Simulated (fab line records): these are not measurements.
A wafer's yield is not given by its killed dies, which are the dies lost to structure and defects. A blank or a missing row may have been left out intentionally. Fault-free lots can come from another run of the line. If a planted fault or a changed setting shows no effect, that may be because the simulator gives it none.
3 desks, one fault + flow n5-finfet + each desk has only its own numbers; what lay behind them comes last

== AT THE TOOL OWNER'S DESK: litho-track-04 ==
The tool's own readings at N5_BEOL_M6_COAT_71 (time 60 s, resist thk 5 nm): means of the sampled wafers that have a number, for each lot that ran on this tool. Marked OUT: a lot whose mean sits more than 4 standard deviations from the usual mean, which makes it out of limits; the brackets give that distance.
Columns: A = chill-plate-temp-C at N5_BEOL_M6_COAT_71, usual 23.01 C; B = exhaust-pa at N5_BEOL_M6_COAT_71, usual 44.7 Pa; C = spin-speed-rpm at N5_BEOL_M6_COAT_71, usual 1499.9 rpm
| lot  | first seen here | A     | B    | C                |
|------|-----------------|-------|------|------------------|
| L326 | day 11 08:17    | 22.99 | 45.0 | 1499.9           |
| L341 | day 16 02:23    | 22.99 | 44.5 | 1413.4 (-93) OUT |
| L343 | day 16 19:51    | 23.05 | 45.0 | 1415.0 (-91) OUT |
This desk finds L341, L343 out of limits, L341 being first, at day 16 02:23 (spin-speed-rpm at N5_BEOL_M6_COAT_71). In limits: L326.

== FROM THE METROLOGY DESK ==
Lot by lot, what the gauges showed, no matter which tool ran the lot: averages of those sampled wafers that carry a number. Marked OUT: a lot whose mean sits more than 4 standard deviations from the usual mean, which makes it out of limits; the brackets give that distance.
Columns: A = M6_OVL at N5_BEOL_M6_OVL_MEAS_12, usual -0.2 nm; B = cd-nm at N5_BEOL_M6_CD_MEAS_18, usual 40.1 nm; C = cd-nm at N5_BEOL_M6_CD_MEAS_28, usual 40.04 nm; D = V5_OVL at N5_BEOL_M6_OVL_MEAS_29, usual -0.7 nm
| lot  | first seen here | A    | B    | C     | D    |
|------|-----------------|------|------|-------|------|
| L326 | day 11 05:46    | -0.3 | 39.0 | 39.85 | -0.9 |
| L330 | day 13 03:52    | 0.5  | 40.1 | 40.11 | -0.7 |
| L340 | day 14 23:52    | -1.2 | 39.9 | 39.83 | -0.6 |
| L341 | day 15 23:54    | 0.8  | 39.9 | 40.05 | -0.9 |
| L343 | day 16 15:56    | -1.0 | 39.3 | 40.05 | -1.0 |
| L347 | day 17 04:49    | -0.6 | 39.0 | 40.14 | -0.7 |
This desk found nothing out of limits on any of the 6 lots.

== THE DEFECT DESK ==
Inspection counts along the route, by lot: the mean over sampled wafers that carry a number. Marked OUT: a lot whose mean sits more than 4 standard deviations from the usual mean, which makes it out of limits; the brackets give that distance.
Columns: A = raw-defect-count at N5_BEOL_M6_INSPECT_13, usual 416; B = raw-defect-count at N5_BEOL_M6_INSPECT_30, usual 421
| lot  | first seen here | A   | B   |
|------|-----------------|-----|-----|
| L326 | day 11 05:47    | 458 | 459 |
| L330 | day 13 03:54    | 403 | 408 |
| L340 | day 14 23:53    | 425 | 383 |
| L341 | day 15 23:56    | 467 | 493 |
| L343 | day 16 15:58    | 350 | 322 |
| L347 | day 17 04:50    | 499 | 532 |
This desk found nothing out of limits on any of the 6 lots.

== PUT TOGETHER ==
At day 16 02:23, on L341, L343, the tool owner's desk was in a position to raise an alarm.
Metrology desk: nothing out of limits seen.
Nothing out of limits was seen by the defect desk.
The metrology desk holds a record of L341, L343, inside its limits.
The defect desk has L341, L343 on record, within its limits.
All the named lots went through N5_BEOL_M6_COAT_71 on litho-track-04.

== WHAT THE SIMULATOR HAD INSERTED ==
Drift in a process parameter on litho-track-04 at N5_BEOL_M6_COAT_71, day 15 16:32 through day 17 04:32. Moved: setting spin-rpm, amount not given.
Shown lots that were struck: L341, L343.
How many hours passed from the start of the fault until each desk's first out-of-limits reading: the tool owner's desk, 10.
